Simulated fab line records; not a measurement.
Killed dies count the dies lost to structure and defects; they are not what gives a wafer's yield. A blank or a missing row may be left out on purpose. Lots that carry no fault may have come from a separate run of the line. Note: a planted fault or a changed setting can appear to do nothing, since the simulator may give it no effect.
Struck lot and sound lot, side by side :: flow n5-finfet :: 16 steps out of a route of 1938
Sound: these wafers, L894.1, L894.3, L894.5. Struck: wafer L901.3 (left out: L901.2, L901.6 of the same lot, which were not struck); the cause appears at the end.
Order at every step that has rows: each side's tool, ch and its chambers, its first start. Under that, the readings that differ: sound wafers :: struck wafers :: difference of the means :: sigmas: that difference in standard deviations of wafers without a fault.
alike: readings with means less than 2 such deviations apart, plus words and numbers identical on both sides. not compared: withheld readings, readings lacking a value on some wafer, bounds such as >300 that could conceal the same value, and numbers that have no deviation in the record and whose values overlap.
Wherever a step has rows on one side only, a row that says differs or no value, or a row with sigmas, the two part there. Numbers that have no deviation but don't overlap get no sigmas and don't part them. Lack of a reading on every wafer of one side parts them only where that side has two or more wafers.

N5_MOL_CONTACT_COAG_OVL_MEAS_85:
  sound on overlay-01 ch 0, day 8 23:26; struck on overlay-02 ch 0, day 10 15:55
reading: VG_OVL (nm)
sound: 0.7 0.1 1.5
struck: -0.6
difference: -1.4
sigmas: -2
N5_MOL_CONTACT_COAG_INSPECT_57: inspects for defects (brightfield).
  sound on defect-inspect-02, day 8 23:29; struck on defect-inspect-02, day 10 15:58
  alike: raw-defect-count
then, 1 step without rows for these wafers: N5_MOL_CONTACT_COAG_DESCUM_88 (chemistry O2, time 7 s).
N5_MOL_CONTACT_COAG_ETCH_89: etches underlayer in N2/H2, target depth 13 nm, time 10.4 s.
  sound on rie-diel-06 ch 1,2,3, day 9 00:01; struck on rie-diel-06 ch 1, day 10 16:02
reading: oes-product-au (a.u.)
sound: 0.60 0.67 0.62
struck: 0.81
difference: +0.18
sigmas: +4
  alike: bias-w, drypump-motor-current-A, etch-rf-on-time-s, n2-flow-sccm, rf-vpp-V, showerhead-plenum-p-Torr, throttle-valve-pct
  not compared: rf-hours-counter-h
N5_MOL_CONTACT_COAG_ETCH_90: etches SiARC in CF4, target depth 13 nm, time 21.7 s.
  sound on rie-diel-06 ch 1,2,3, day 9 00:02; struck on rie-diel-06 ch 1, day 10 16:03
reading: oes-product-au (a.u.)
sound: 0.61 0.66 0.62
struck: 0.82
difference: +0.19
sigmas: +4
  alike: bias-w, drypump-motor-current-A, etch-rf-on-time-s, rf-vpp-V, showerhead-plenum-p-Torr, throttle-valve-pct
  not compared: rf-hours-counter-h
N5_MOL_CONTACT_COAG_ALD_131: deposits SiO2, target thk 5 nm, pulse time 1 s, co reactant pulse time 1 s.
  sound on ald-sin-01 ch 2,3, day 9 00:30; struck on ald-sin-04 ch 2, day 10 16:08
  alike: heater-power-w, precursor-pulse-height-rel
then, 1 step without rows for these wafers: N5_MOL_CONTACT_COAG_ETCHBACK_132 (etches SiO2 in CHF3, target depth 10 nm, time 6.7 s).
N5_MOL_CONTACT_COAG_ETCH_91: etches SOC in N2/H2, target depth 60 nm, overetch 21 nm, time 101.2 s.
  sound on rie-diel-06 ch 0,1,3, day 9 00:56; struck on rie-diel-06 ch 3, day 10 16:20
  alike: bias-w, drypump-motor-current-A, n2-flow-sccm, oes-product-au, rf-vpp-V, showerhead-plenum-p-Torr, throttle-valve-pct
  not compared: rf-hours-counter-h
then, 2 steps without rows for these wafers: N5_MOL_CONTACT_COAG_STRIP_92 (strips in N2/H2); N5_MOL_CONTACT_COAG_STRIP_93 (strips in N2/H2).
N5_MOL_CONTACT_COAG_ETCHBACK_135: etches SiO2 in CHF3, target depth 25 nm, time 16.7 s.
  sound on rie-diel-06 ch 0,1,3, day 9 01:01; struck on rie-diel-06 ch 3, day 10 16:26
  alike: drypump-motor-current-A, oes-product-au, rf-vpp-V, showerhead-plenum-p-Torr, throttle-valve-pct
  not compared: rf-hours-counter-h
then, 1 step without rows for these wafers: N5_MOL_CONTACT_COAG_STRIP_118 (strips in CHF3).
N5_MOL_CONTACT_COAG_VIA_ETCH_46: etches SiO2 in C4F6/O2, target depth 46 nm, overetch 9.2 nm, time 40 s.
  sound on rie-diel-06 ch 0,1,3, day 9 01:04; struck on rie-diel-06 ch 3, day 10 16:28
reading: bias-w (W)
sound: 458.3 453.3 456.3
struck: 317.6
difference: -138.4
sigmas: -99

reading: rf-vpp-V (V)
sound: 1591 1572 1618
struck: 1230
difference: -364
sigmas: -17

reading: model.SOC_of_MOL_CONTACT_COAG_COAT_75.thk-nm (nm)
sound: 50.6 51 50.8
struck: 51.4
difference: +0.6
sigmas: 
  alike: drypump-motor-current-A, oes-product-au, showerhead-plenum-p-Torr, throttle-valve-pct
  not compared: rf-hours-counter-h
then, 1 step without rows for these wafers: N5_MOL_CONTACT_COAG_STRIP_96 (strips in N2/H2).
-- record jumps: 3 days separate the struck wafers' starts on either side; left off in module MOL_CONTACT_COAG, taken up again in module BEOL_M4, whose first shown step is the route's number 1111 --
N5_BEOL_M4_RC_MEAS_101:
  sound on prober-02 ch 0, day 11 14:55; struck on prober-01 ch 0, day 13 21:51
reading: IOFF_P (nA/um)
sound: 0.14 0.15 0.15
struck: 0.22
difference: +0.07
sigmas: +2

reading: ION_N (uA/um)
sound: 662 667 663
struck: 690
difference: +26
sigmas: +2

reading: ION_P (uA/um)
sound: 451 451 450
struck: 470
difference: +19
sigmas: +2
  alike: DIBL_N, DIBL_P, IOFF_N, SS_N, SS_P, VT_N, VT_P
-- here the record skips 5 days between the struck wafers' starts before and after, leaving off in module BEOL_M4 and picking up in module PASSIVATION (first step shown: number 1936 of the route) --
N5_PASSIVATION_PROBE_49:
  sound on prober-02, day 16 01:25; struck on prober-01, day 18 09:58
reading: killed-at-other
sound: 4 2 3
struck: 9
difference: +6
sigmas: +2
  alike: defect-limited-yield, killed_at_M0_to_M3, killed_at_M4_up, killed-at-contacts, killed-at-front-end, killed-dies, killed-open, killed-short, sort_bin_5_function, sort_bin_6_memory, sort-n-pass, sort-yield-pct

## WHERE THEY PART
First at N5_MOL_CONTACT_COAG_OVL_MEAS_85; last, within this record, at N5_PASSIVATION_PROBE_49.

WHY: whatever the simulator had introduced
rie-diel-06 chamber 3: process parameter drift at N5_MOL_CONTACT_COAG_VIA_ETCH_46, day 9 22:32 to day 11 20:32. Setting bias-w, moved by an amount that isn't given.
